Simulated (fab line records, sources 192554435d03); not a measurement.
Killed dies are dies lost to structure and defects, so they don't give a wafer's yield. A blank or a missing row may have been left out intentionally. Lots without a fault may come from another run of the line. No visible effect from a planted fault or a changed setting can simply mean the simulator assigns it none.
Split-lot trial | flow n5 finfet | 7 lots, 36 wafers read, on a route of 1938 steps

== ON THE SPLIT ==
At N5_BEOL_M3_ETCH_64 (etches SOC in N2/H2, target depth 75 nm, overetch 15 nm, time 112.5 s), the setting time s was moved away from the recipe's 112.5 s on 9 of the 36 wafers read, by -33.5% to +47.2%. All remaining wafers had this setting at the recipe value.

== FROM THE SPLIT TO THE READING: what the file shows between them, 10 steps ==
- N5_BEOL_M3_STRIP_65: strips in N2/H2
- N5_BEOL_M3_STRIP_75: strips in N2/H2
- N5_BEOL_M3_STRIP_66: strips in CF4
- N5_BEOL_M3_HM_OPEN_17: chemistry Cl2/BCl3, target TiN, target depth 20 nm, overetch 6 nm
- N5_BEOL_M3_STRIP_19: strips in O2
- N5_BEOL_M3_CD_MEAS_18: pitch 36 nm, target cd 18 nm
- N5_BEOL_M3_COAT_67: time 60 s, resist thk 60 nm
- N5_BEOL_M3_COAT_68: time 60 s, resist thk 12 nm
- N5_BEOL_M3_PRECLEAN_42: cleans in residue remover, time 60 s
- N5_BEOL_M3_SRD_43: time 30 s

== THE READING ==
cd nm, in nm, at N5_BEOL_M3_CD_MEAS_35 (target cd 18 nm, target cd y 21 nm). On this fab line, fault-free wafers typically give 18.10 nm with a standard deviation of 0.26 nm.

wafer  | tool, chamber at the split | time s as run, s | against the recipe | cd nm, nm | against lot-mates on the recipe
L080.1 | rie diel-02, 1             | 112.5            | recipe             | 18.13     | -
L080.2 | rie diel-02, 2             | 165.6            | +47.2%             | 19.63     | +1.51
L080.3 | rie diel-02, 0             | 165.6            | +47.2%             | 19.48     | +1.36
L080.4 | rie diel-02, 3             | 112.5            | recipe             | 18.48     | -
L080.5 | rie diel-02, 2             | 165.6            | +47.2%             | 19.12     | +1.00
L080.6 | rie diel-02, 3             | 112.5            | recipe             | 17.74     | -
L079.1 | rie diel-01, 0,1           | 74.78            | -33.5%             | 17.56     | -0.55
L079.2 | rie diel-01, 2             | 112.5            | recipe             | 18.42     | -
L079.3 | rie diel-01, 3,0           | 112.5            | recipe             | 17.94     | -
L079.4 | rie diel-01, 0,1           | 74.78            | -33.5%             | 17.46     | -0.65
L079.5 | rie diel-01, 3,0           | 112.5            | recipe             | 17.97     | -
L079.6 | rie diel-01, 3             | 74.78            | -33.5%             | 17.48     | -0.63
L082.1 | rie diel-06, 0,3           | 112.5            | recipe             | 17.92     | -
L082.2 | rie diel-06, 1,2,0         | 112.5            | recipe             | 17.78     | -
L082.3 | rie diel-06, 0,3           | 112.5            | recipe             | 17.64     | -
L082.4 | rie diel-06, 1,2,0         | 112.5            | recipe             | 18.41     | -
L082.5 | rie diel-06, 1,2,0         | 112.5            | recipe             | 17.87     | -
L082.6 | rie diel-06, 3             | 112.5            | recipe             | 18.15     | -
L086.1 | rie diel-06, 1             | 112.5            | recipe             | 18.37     | -
L086.2 | rie diel-06, 3,0           | 112.5            | recipe             | 17.58     | -
L086.4 | rie diel-06, 3,0           | 112.5            | recipe             | 17.67     | -
L085.1 | rie diel-02, 1             | 112.5            | recipe             | 18.19     | -
L085.2 | rie diel-02, 3             | 112.5            | recipe             | 18.12     | -
L085.3 | rie diel-02, 0,2           | 112.5            | recipe             | 18.15     | -
L085.4 | rie diel-02, 0,2           | 112.5            | recipe             | 17.84     | -
L085.5 | rie diel-02, 3             | 112.5            | recipe             | 18.33     | -
L085.6 | rie diel-02, 2             | 112.5            | recipe             | 18.01     | -
L090.1 | rie diel-06, 1,1,0         | 112.5            | recipe             | 18.29     | -
L090.5 | rie diel-06, 1,1,0         | 112.5            | recipe             | 18.30     | -
L090.6 | rie diel-06, 1,1,0         | 112.5            | recipe             | 18.16     | -
L094.1 | rie diel-02, 0,2           | 164.7            | +46.4%             | 19.65     | +1.66
L094.2 | rie diel-02, 3,1           | 112.5            | recipe             | 17.92     | -
L094.3 | rie diel-02, 1             | 112.5            | recipe             | 18.08     | -
L094.4 | rie diel-02, 0,2           | 164.7            | +46.4%             | 19.15     | +1.16
L094.5 | rie diel-02, 2             | 164.7            | +46.4%             | 19.70     | +1.71
L094.6 | rie diel-02, 3,1           | 112.5            | recipe             | 17.96     | -
Where a row lists several chambers, the file gives one row for several wafers and doesn't say which wafer went through which chamber.

THE FIT
A straight line over all 36 wafers: cd nm changes by +0.0266 nm for each +1% of time s; r = +0.91; the points scatter about the line by 0.27 nm.
The same after taking each lot's own level away (the mean of its wafers on the recipe; 36 wafers): +0.027 nm for each +1%; r = +0.92; scatter 0.25 nm.
That fit puts the effect of the largest move of time s on the reading at 1.3 nm.
Measured against the standard deviation above, the lots' own levels, which go from 17.873 to 18.250 nm, span 1.4 times it.
The two slopes agree, so the slope changes little with the lot-to-lot level.
Check: with one of the wafers moved furthest among these (+47.2%) left out of the fit, the line predicts +1.29 nm for it against its lot-mates. Against them it came out at +1.51 nm.

== THE WHOLE CHAIN: every reading that the file lists as answering this split, in the file's order ==
step                  | what it does                                                          | reading                                                                          | change (the file's fit)                                                              | r (the file's)
N5_BEOL_M3_ETCH_64    | etches SOC in N2/H2, target depth 75 nm, overetch 15 nm, time 112.5 s | SiARC_of_BEOL_M3_COAT_62.thk nm (the simulator's own value, which no gauge read) | -0.0515 nm for each +1% of the setting                                               | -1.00
N5_BEOL_M3_ETCH_64    | etches SOC in N2/H2, target depth 75 nm, overetch 15 nm, time 112.5 s | BEOL_M3.cd offset nm (the simulator's own value, which no gauge read)            | +0.0223 nm for each +1% of the setting                                               | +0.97
N5_BEOL_M3_HM_OPEN_17 | chemistry Cl2/BCl3, target TiN, target depth 20 nm, overetch 6 nm     | etch.depth nm (the simulator's own value, which no gauge read)                   | not straight: 20.21 at the lowest setting, 20.15 at the recipe, 14.98 at the highest | not given
N5_BEOL_M3_HM_OPEN_17 | chemistry Cl2/BCl3, target TiN, target depth 20 nm, overetch 6 nm     | BEOL_M3.cd offset nm (the simulator's own value, which no gauge read)            | +0.0228 nm for each +1% of the setting                                               | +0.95
N5_BEOL_M3_CD_MEAS_18 | pitch 36 nm, target cd 18 nm                                          | cd nm                                                                            | +0.0276 nm for each +1% of the setting                                               | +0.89
N5_BEOL_M3_CD_MEAS_35 | target cd 18 nm, target cd y 21 nm                                    | cd nm                                                                            | +0.0276 nm for each +1% of the setting                                               | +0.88

== FILE'S OWN FIT ==
cd nm changes by +0.0276 nm for each +1% of time s, r = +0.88.
